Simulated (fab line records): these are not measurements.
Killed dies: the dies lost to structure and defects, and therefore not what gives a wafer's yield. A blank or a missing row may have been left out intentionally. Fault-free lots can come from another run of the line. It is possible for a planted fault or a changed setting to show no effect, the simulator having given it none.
Chamber matching || flow n5_finfet || N5_BEOL_M0_SAQP_SPACER1_ALD_98 on ald_sin-02 has 4 sister chambers
The step deposits SiO2, target thk 12.8 nm, pulse time 1 s, purge time 2 s. 18 wafers are shown with their chamber, then 9 later ones without.

== WAFERS WITH THEIR CHAMBER ==
{"wafer": "L075.1", "chamber": 1, "heater_power_w (W)": 409, "heater_power_outer_w (W)": 223, "precursor_pulse_height_rel": 0.993}
{"wafer": "L075.2", "chamber": 3, "heater_power_w (W)": 542, "heater_power_outer_w (W)": 297, "precursor_pulse_height_rel": 1.001}
{"wafer": "L075.4", "chamber": 0, "heater_power_w (W)": 456, "heater_power_outer_w (W)": 281, "precursor_pulse_height_rel": 0.968}
{"wafer": "L077.1", "chamber": 2, "heater_power_w (W)": 524, "heater_power_outer_w (W)": 290, "precursor_pulse_height_rel": 1.002}
{"wafer": "L077.2", "chamber": 0, "heater_power_w (W)": 451, "heater_power_outer_w (W)": 287, "precursor_pulse_height_rel": 1.014}
{"wafer": "L077.3", "chamber": 1, "heater_power_w (W)": 412, "heater_power_outer_w (W)": 222, "precursor_pulse_height_rel": 0.982}
{"wafer": "L080.1", "chamber": 0, "heater_power_w (W)": 450, "heater_power_outer_w (W)": 275, "precursor_pulse_height_rel": 0.983}
{"wafer": "L080.2", "chamber": 3, "heater_power_w (W)": 529, "heater_power_outer_w (W)": 306, "precursor_pulse_height_rel": 0.998}
{"wafer": "L080.6", "chamber": 2, "heater_power_w (W)": 520, "heater_power_outer_w (W)": 299, "precursor_pulse_height_rel": 1.032}
{"wafer": "L085.4", "chamber": 2, "heater_power_w (W)": 518, "heater_power_outer_w (W)": 301, "precursor_pulse_height_rel": 0.972}
{"wafer": "L085.5", "chamber": 1, "heater_power_w (W)": 409, "heater_power_outer_w (W)": 221, "precursor_pulse_height_rel": 1.023}
{"wafer": "L085.6", "chamber": 3, "heater_power_w (W)": 554, "heater_power_outer_w (W)": 305, "precursor_pulse_height_rel": 0.971}
{"wafer": "L086.1", "chamber": 0, "heater_power_w (W)": 458, "heater_power_outer_w (W)": 289, "precursor_pulse_height_rel": 0.986}
{"wafer": "L086.4", "chamber": 2, "heater_power_w (W)": 518, "heater_power_outer_w (W)": 286, "precursor_pulse_height_rel": 0.954}
{"wafer": "L086.5", "chamber": 3, "heater_power_w (W)": 524, "heater_power_outer_w (W)": 310, "precursor_pulse_height_rel": 1.009}
{"wafer": "L087.1", "chamber": 1, "heater_power_w (W)": 420, "heater_power_outer_w (W)": 226, "precursor_pulse_height_rel": 0.972}
{"wafer": "L087.3", "chamber": 0, "heater_power_w (W)": 458, "heater_power_outer_w (W)": 277, "precursor_pulse_height_rel": 0.992}
{"wafer": "L087.6", "chamber": 3, "heater_power_w (W)": 533, "heater_power_outer_w (W)": 309, "precursor_pulse_height_rel": 1.001}

SIGNATURES, as means of the wafers listed above
{"reading": "heater_power_w", "chamber 0": 454.60, "chamber 1": 412.50, "chamber 2": 520.00, "chamber 3": 536.40, "scatter within a chamber": 7.2}
{"reading": "heater_power_outer_w", "chamber 0": 281.80, "chamber 1": 223.00, "chamber 2": 294.00, "chamber 3": 305.40, "scatter within a chamber": 5.49}
{"reading": "precursor_pulse_height_rel", "chamber 0": 0.98860, "chamber 1": 0.99250, "chamber 2": 0.99000, "chamber 3": 0.99600, "scatter within a chamber": 0.0223}
Rule: for each reading, subtract the chamber's mean from the wafer's reading, divide by that reading's scatter and square the result; add these up over the readings and take the root, which gives the wafer's distance from the chamber. If the next closest chamber is less than 2 further off than the closest, the wafer can't be placed; otherwise it belongs to the closest. The scatter is the square root of a quotient: the sum, over the shown wafers, of each reading's squared deviation from its chamber's mean, divided by wafers minus chambers.

== WAFERS WITH NO CHAMBER GIVEN ==
{"wafer": "L092.1", "heater_power_w (W)": 420, "heater_power_outer_w (W)": 224, "precursor_pulse_height_rel": 1.009}
{"wafer": "L092.2", "heater_power_w (W)": 517, "heater_power_outer_w (W)": 289, "precursor_pulse_height_rel": 0.946}
{"wafer": "L092.5", "heater_power_w (W)": 468, "heater_power_outer_w (W)": 279, "precursor_pulse_height_rel": 1.029}
{"wafer": "L095.2", "heater_power_w (W)": 512, "heater_power_outer_w (W)": 297, "precursor_pulse_height_rel": 0.984}
{"wafer": "L095.3", "heater_power_w (W)": 541, "heater_power_outer_w (W)": 301, "precursor_pulse_height_rel": 0.999}
{"wafer": "L095.6", "heater_power_w (W)": 543, "heater_power_outer_w (W)": 320, "precursor_pulse_height_rel": 1.026}
{"wafer": "L096.3", "heater_power_w (W)": 541, "heater_power_outer_w (W)": 314, "precursor_pulse_height_rel": 0.997}
{"wafer": "L096.4", "heater_power_w (W)": 468, "heater_power_outer_w (W)": 280, "precursor_pulse_height_rel": 0.973}
{"wafer": "L096.6", "heater_power_w (W)": 535, "heater_power_outer_w (W)": 310, "precursor_pulse_height_rel": 0.936}

== THE CHAMBER EACH PASSED THROUGH ==
{"wafer": "L092.1", "from the rows above": 1, "in truth": 1}
{"wafer": "L092.2", "from the rows above": 2, "in truth": 2}
{"wafer": "L092.5", "from the rows above": 0, "in truth": 0}
{"wafer": "L095.2", "from the rows above": 2, "in truth": 2}
{"wafer": "L095.3", "from the rows above": 3, "in truth": 3}
{"wafer": "L095.6", "from the rows above": 3, "in truth": 3}
{"wafer": "L096.3", "from the rows above": 3, "in truth": 3}
{"wafer": "L096.4", "from the rows above": 0, "in truth": 0}
{"wafer": "L096.6", "from the rows above": "can't be placed: 3 or 2", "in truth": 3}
Correct placement for 8 of the 9. These rows do not allow placing 1 (true chamber among the candidates in 1). Placed wrongly: 0.
